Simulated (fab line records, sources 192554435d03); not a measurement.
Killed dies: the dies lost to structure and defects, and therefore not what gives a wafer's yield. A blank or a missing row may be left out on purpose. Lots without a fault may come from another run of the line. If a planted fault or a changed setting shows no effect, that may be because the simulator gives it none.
fab line records | flow n5_finfet
record: lots: 7 wafers: 39
route steps=1938 shown DUMMY_GATE@228 HKMG_FIN@403 MOL_CONTACT_COAG@609 BEOL_M4@1111
start_h: start of the lot's first displayed wafer, in hours after the record's first day | wait_h: hours since the lot's step before | " identical to the entry in the row above | L1.1+2: a single row standing in for several wafers | - value missing, or start not given | * or withheld: withheld | < > ~ a bound
route shown NAME@n: NAME is a module with steps in the file, n the number in the route of the first one | usual: mean and standard deviation over wafers with no fault | same: alike in all rows | chamber/n: place in a boat | sites: the reading at each site | _std_site: the values' standard deviation | _edge_site: inner sites' mean taken away from outer sites' mean | radius_mm: for every site, how far away it sits from the centre of the wafer | mask NAME#n: copy n | behind: the most recent tool/chamber to have shaped the wafer | hold: why the lot was held/for how many hours/how that ended | device: names the non-switching transistor (n, p or np) | end of line: tests run on the same wafers once the route is complete | a step given without rows: its recipe and nothing more | killed: not the wafer's yield, but the dies lost to structure and defects at the first sort | map: per-die view of a wafer (x killed, . not killed, _ where there is no die)
set.NAME: the setting the step ran with; set.NAME@STEP: the setting that earlier step ran with | model.NAME: the simulator's own value behind a step, which no gauge read
lots with deliberately changed settings; one table per step, one row per wafer
== steps ==
step: N5_DUMMY_GATE_EXPOSE_12
recipe: mask_id: GATE na: 0.33 source_shape: annular sigma_inner: 0.2 sigma_outer: 0.6 polarization: unpolarized target_cd_nm: 25 dose_mj: 34
step: N5_DUMMY_GATE_ETCH_37
recipe: chemistry: N2/H2 target: SOC target_depth_a: 600 overetch_a: 300 temp_c: 40 ion_energy_ev: 200 pressure_mtorr: 30 source_w: 840 bias_w: 150 n2_flow_sccm: 200 h2_flow_sccm: 200
step: N5_DUMMY_GATE_ETCH_31
recipe: chemistry: C4F6/O2 target: SiO2 mask_material: SOC target_depth_a: 825 time_s: 27.5 ion_energy_ev: 250 pressure_mtorr: 30 source_w: 345 bias_w: 185 Ar_flow_sccm: 300 C4F6_flow_sccm: 10 O2_flow_sccm: 10
step: N5_DUMMY_GATE_ETCH_32
recipe: chemistry: CF4 target: SiO2 target_depth_a: 35 time_s: 3.9 ion_energy_ev: 350 pressure_mtorr: 10 icp_w: 800 bias_w: 400 cf4_flow_sccm: 80
step: N5_HKMG_FIN_ETCH_55
recipe: chemistry: N2/H2 target: SOC target_depth_a: 2400 temp_c: 40 time_s: 300 ion_energy_ev: 200 mask_material: SiARC pressure_mtorr: 30 source_w: 840 bias_w: 150 n2_flow_sccm: 200 h2_flow_sccm: 200
step: N5_HKMG_FIN_ETCH_32
step: N5_MOL_CONTACT_COAG_ETCHBACK_134
recipe: chemistry: CHF3 target: SiO2 target_depth_a: 100 time_s: 6.7 ion_energy_ev: 200 pressure_mtorr: 30 source_w: 610 bias_w: 170 Ar_flow_sccm: 200 CHF3_flow_sccm: 50
step: N5_BEOL_M4_RC_MEAS_101
usual: DIBL_N: 36.3/1.1 DIBL_P: 36.3/1.4
columns lot.wafer tool chamber start_h wait_h set.dose_mj@DUMMY_GATE_EXPOSE_12 set.source_w@DUMMY_GATE_ETCH_37 set.target_depth_a@DUMMY_GATE_ETCH_31 set.time_s@DUMMY_GATE_ETCH_32 set.time_s@HKMG_FIN_ETCH_55 set.bias_w@HKMG_FIN_ETCH_32 set.time_s@MOL_CONTACT_COAG_ETCHBACK_134 DIBL_N[mV/V] DIBL_P[mV/V]
L074.1 prober-01 0 196.11 0.0 34 840 825 3.9 300 150 6.7 39.0 37.5
L074.2 " 0 " " 34 840 825 3.9 300 160.6 8.268 37.9 37.2
L074.3 " 0 " " 34 788.7 825 3.9 300 150 8.268 35.9 35.5
L074.4 " 0 " " 34 840 825 3.9 300 160.6 6.7 34.5 32.6
L074.5 " 0 " " 34 788.7 825 3.9 300 150 8.268 36.4 34.6
L074.6 " 0 " " 34 788.7 825 3.9 300 160.6 6.7 36.5 35.9
L077.1 prober-01 0 219.84 0.0 32.8 702.9 825 3.9 300 169.1 5.756 31.8 32.2
L077.2 " 0 " " 34 840 922.5 3.9 354.9 150 6.7 36.2 37.1
L077.3 " 0 " " 32.8 840 922.5 3.483 300 169.1 5.756 33.6 34.7
L077.4 " 0 " " 34 840 825 3.483 354.9 169.1 6.7 35.6 37.4
L077.5 " 0 " " 34 702.9 825 3.9 300 150 6.7 36.0 37.8
L077.6 " 0 " " 32.8 702.9 922.5 3.483 354.9 150 5.756 33.1 34.1
L081.1 prober-02 0 289.57 0.0 34 840 825 3.9 300 150 6.7 36.7 37.0
L081.2 " 0 " " 34 840 825 3.9 300 150 6.7 37.7 37.7
L081.6 " 0 " " 34 840 825 3.9 300 150 6.7 37.4 37.2
L085.1 prober-01 0 324.10 0.0 34 840 858.8 3.9 300 150 7.921 37.3 36.9
L085.2 " 0 " " 34 881.1 825 3.9 274 150 6.7 38.9 38.5
L085.3 " 0 " " 34 881.1 858.8 4.292 274 162.6 6.7 36.9 36.8
L085.4 " 0 " " 34 840 825 4.292 300 150 7.921 37.5 38.0
L085.5 " 0 " " 34 881.1 825 4.292 300 162.6 6.7 37.6 37.8
L085.6 " 0 " " 34 840 858.8 3.9 274 162.6 7.921 36.4 36.2
L095.1 prober-01 0 368.20 0.0 34 703.6 825 3.9 300 150 6.7 36.2 38.1
L095.2 " 0 " " 34 703.6 825 4.776 300 150 6.7 35.1 37.2
L095.3 " 0 " " 34 840 825 3.9 254.9 150 6.7 35.0 37.1
L095.4 " 0 " " 34 840 825 4.776 254.9 150 6.7 35.0 37.7
L095.5 " 0 " " 34 703.6 825 4.776 254.9 150 6.7 33.3 35.6
L095.6 " 0 " " 34 840 825 3.9 300 150 6.7 34.9 36.6
L089.1 prober-01 0 391.32 0.0 34 840 825 3.9 345 133.7 6.7 35.9 36.9
L089.2 " 0 " " 32.34 840 825 3.9 300 133.7 7.975 31.9 32.4
L089.3 " 0 " " 32.34 840 770.1 4.481 345 150 7.975 32.4 32.7
L089.4 " 0 " " 32.34 963.1 770.1 4.481 300 133.7 7.975 34.0 33.7
L089.5 " 0 " " 34 963.1 825 4.481 345 150 6.7 37.1 37.7
L089.6 " 0 " " 34 963.1 770.1 3.9 300 150 6.7 36.1 36.5
L096.1 prober-01 0 400.81 0.0 32.79 751.7 825 3.9 339 150 6.7 33.6 32.2
L096.2 " 0 " " 32.79 751.7 858.3 3.9 300 150 6.7 33.0 31.8
L096.3 " 0 " " 32.79 840 825 3.9 300 168.3 6.7 33.4 32.6
L096.4 " 0 " " 34 840 858.3 3.9 300 150 6.7 36.3 34.8
L096.5 " 0 " " 34 751.7 858.3 3.9 339 168.3 6.7 35.0 33.9
L096.6 " 0 " " 34 840 825 3.9 339 168.3 6.7 36.0 35.2
== key ==
split: step: N5_DUMMY_GATE_EXPOSE_12 setting: dose_mj stated_as: 34
response: step: N5_BEOL_M4_RC_MEAS_101 reading: DIBL_P slope: +0.771 per: 1% together_with: all explained: 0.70
response: step: N5_BEOL_M4_RC_MEAS_101 reading: DIBL_N slope: +0.654 per: 1% together_with: all explained: 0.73
split: step: N5_DUMMY_GATE_ETCH_37 setting: source_w stated_as: 840
response none clear
split: step: N5_DUMMY_GATE_ETCH_31 setting: target_depth_a stated_as: 825
response none clear
split: step: N5_DUMMY_GATE_ETCH_32 setting: time_s stated_as: 3.9
response none clear
split: step: N5_HKMG_FIN_ETCH_55 setting: time_s stated_as: 300
response none clear
split: step: N5_HKMG_FIN_ETCH_32 setting: bias_w stated_as: 150
response none clear
split: step: N5_MOL_CONTACT_COAG_ETCHBACK_134 setting: time_s stated_as: 6.7
response none clear
